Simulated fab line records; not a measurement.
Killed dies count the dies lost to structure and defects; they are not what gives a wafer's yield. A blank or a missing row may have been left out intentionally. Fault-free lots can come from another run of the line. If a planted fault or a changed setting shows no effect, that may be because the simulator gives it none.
Split-lot experiment | flow n5-finfet | route with 1938 steps; 7 lots, 39 wafers read

## THE SPLIT
At N5_BEOL_M1_TRENCH_ETCH_37 (etches SiOC in C4F6/O2, target depth 55.207 nm, time 29 s), the setting target-depth-a was moved away from the recipe's 552.07 angstrom on 9 of the 39 wafers read, by -49.7% to +43.2%. The other wafers ran this setting at the recipe's value.

## FROM THE SPLIT TO THE READING: what the file shows between them, 2 steps
- N5_BEOL_M1_ETCH_41: etches SiCN in CH3F/O2, target depth 31.9 nm, time 57.8 s
- N5_BEOL_M1_STRIP_97: strips in N2/H2, time 10 s

## THE READING
trench-depth-nm, in nm, at N5_BEOL_M1_OCD_MEAS_38. Fault-free wafers of this fab line usually give 54.2 nm, standard deviation 1.3 nm.

wafer  | tool, chamber at the split | target-depth-a as run, angstrom | against the recipe | trench-depth-nm, nm | against lot-mates on the recipe
L074.1 | rie-diel-03, 2             | 552.07                          | recipe             | 55.1                | -
L074.3 | rie-diel-03, 3             | 552.07                          | recipe             | 52.7                | -
L074.6 | rie-diel-03, 3             | 552.07                          | recipe             | 52.8                | -
L080.1 | rie-diel-06, 0             | 552.07                          | recipe             | 54.4                | -
L080.2 | rie-diel-06, 2             | 552.07                          | recipe             | 53.6                | -
L080.3 | rie-diel-06, 1             | 552.07                          | recipe             | 55.4                | -
L080.4 | rie-diel-06, 3             | 277.8                           | -49.7%             | 28.2                | -26.3
L080.5 | rie-diel-06, 1             | 277.8                           | -49.7%             | 28.5                | -26.0
L080.6 | rie-diel-06, 2             | 277.8                           | -49.7%             | 26.5                | -28.0
L082.1 | rie-diel-06, 3             | 552.07                          | recipe             | 57.1                | -
L082.2 | rie-diel-06, 1             | 305.6                           | -44.6%             | 30.8                | -25.0
L082.3 | rie-diel-06, 2             | 305.6                           | -44.6%             | 29.3                | -26.5
L082.4 | rie-diel-06, 3             | 552.07                          | recipe             | 57.1                | -
L082.5 | rie-diel-06, 1             | 305.6                           | -44.6%             | 31.5                | -24.3
L082.6 | rie-diel-06, 2             | 552.07                          | recipe             | 53.3                | -
L086.1 | rie-diel-03, 2             | 552.07                          | recipe             | 55.5                | -
L086.2 | rie-diel-03, 3             | 552.07                          | recipe             | 54.7                | -
L086.3 | rie-diel-03, 1             | 552.07                          | recipe             | 55.4                | -
L086.4 | rie-diel-03, 3             | 552.07                          | recipe             | 53.8                | -
L086.5 | rie-diel-03, 1             | 552.07                          | recipe             | 55.7                | -
L086.6 | rie-diel-03, 2             | 552.07                          | recipe             | 55.8                | -
L087.1 | rie-diel-02, 0             | 552.07                          | recipe             | 53.6                | -
L087.2 | rie-diel-02, 2             | 552.07                          | recipe             | 53.7                | -
L087.3 | rie-diel-02, 1             | 552.07                          | recipe             | 53.3                | -
L087.4 | rie-diel-02, 3             | 552.07                          | recipe             | 54.5                | -
L087.5 | rie-diel-02, 3             | 552.07                          | recipe             | 53.5                | -
L087.6 | rie-diel-02, 0             | 552.07                          | recipe             | 54.1                | -
L095.1 | rie-diel-03, 3             | 552.07                          | recipe             | 52.6                | -
L095.2 | rie-diel-03, 2             | 552.07                          | recipe             | 54.6                | -
L095.3 | rie-diel-03, 1             | 552.07                          | recipe             | 54.0                | -
L095.4 | rie-diel-03, 2             | 790.5                           | +43.2%             | 77.7                | +24.0
L095.5 | rie-diel-03, 1             | 790.5                           | +43.2%             | 77.4                | +23.7
L095.6 | rie-diel-03, 3             | 790.5                           | +43.2%             | 75.7                | +22.0
L096.1 | rie-diel-02, 2             | 552.07                          | recipe             | 54.4                | -
L096.2 | rie-diel-02, 3             | 552.07                          | recipe             | 54.0                | -
L096.3 | rie-diel-02, 0             | 552.07                          | recipe             | 54.6                | -
L096.4 | rie-diel-02, 0             | 552.07                          | recipe             | 54.8                | -
L096.5 | rie-diel-02, 2             | 552.07                          | recipe             | 54.9                | -
L096.6 | rie-diel-02, 3             | 552.07                          | recipe             | 53.8                | -

FIT RESULTS
A straight line over all 39 wafers: trench-depth-nm changes by +0.531 nm for each +1% of target-depth-a; r = +1.00; the points scatter about the line by 1.1 nm.
The same after taking each lot's own level away (the mean of its wafers on the recipe; 39 wafers): +0.546 nm for each +1%; r = +1.00; scatter 0.94 nm.
The reading moves by 27 nm for the largest change in target-depth-a, on that fit.
Measured against the standard deviation above, the lots' own levels, which go from 53.53 to 55.83 nm, span 1.8 times it.
Consequently the slope shifts little with the lot-to-lot level, the two slopes agreeing.
Check: with one of the wafers moved furthest among these (-49.7%) left out of the fit, the line predicts -27.4 nm for it against its lot-mates. Against them it came out at -26.3 nm.

## OTHER SPLITS APPLIED TO THESE WAFERS
Other splits were also applied to these wafers ahead of the reading. Each is held against what the fit with the lots' levels taken away leaves over:
other split on the same wafers            | wafers away from the commonest value | r with trench-depth-nm (lot level and that fit taken away)
N5_BEOL_M0_TRENCH_ETCH_107 target-depth-a | 9                                    | +0.25

## THE WHOLE CHAIN: every reading that the file lists as answering this split, in the file's order
step                      | what it does                                              | reading                                                                          | change (the file's fit)                | r (the file's)
N5_BEOL_M1_TRENCH_ETCH_37 | etches SiOC in C4F6/O2, target depth 55.207 nm, time 29 s | etch.depth-nm (the simulator's own value, which no gauge read)                   | +0.548 nm for each +1% of the setting  | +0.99
N5_BEOL_M1_TRENCH_ETCH_37 | etches SiOC in C4F6/O2, target depth 55.207 nm, time 29 s | BEOL_M1.feature-depth-nm (the simulator's own value, which no gauge read)        | +0.548 nm for each +1% of the setting  | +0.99
N5_BEOL_M1_TRENCH_ETCH_37 | etches SiOC in C4F6/O2, target depth 55.207 nm, time 29 s | TiN_of_BEOL_M1_HM_DEP_02.thk-nm (the simulator's own value, which no gauge read) | -0.0242 nm for each +1% of the setting | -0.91
N5_BEOL_M1_OCD_MEAS_38    |                                                           | trench-depth-nm                                                                  | +0.547 nm for each +1% of the setting  | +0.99

## FILE'S OWN FIT
trench-depth-nm changes by +0.547 nm for each +1% of target-depth-a, r = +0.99.
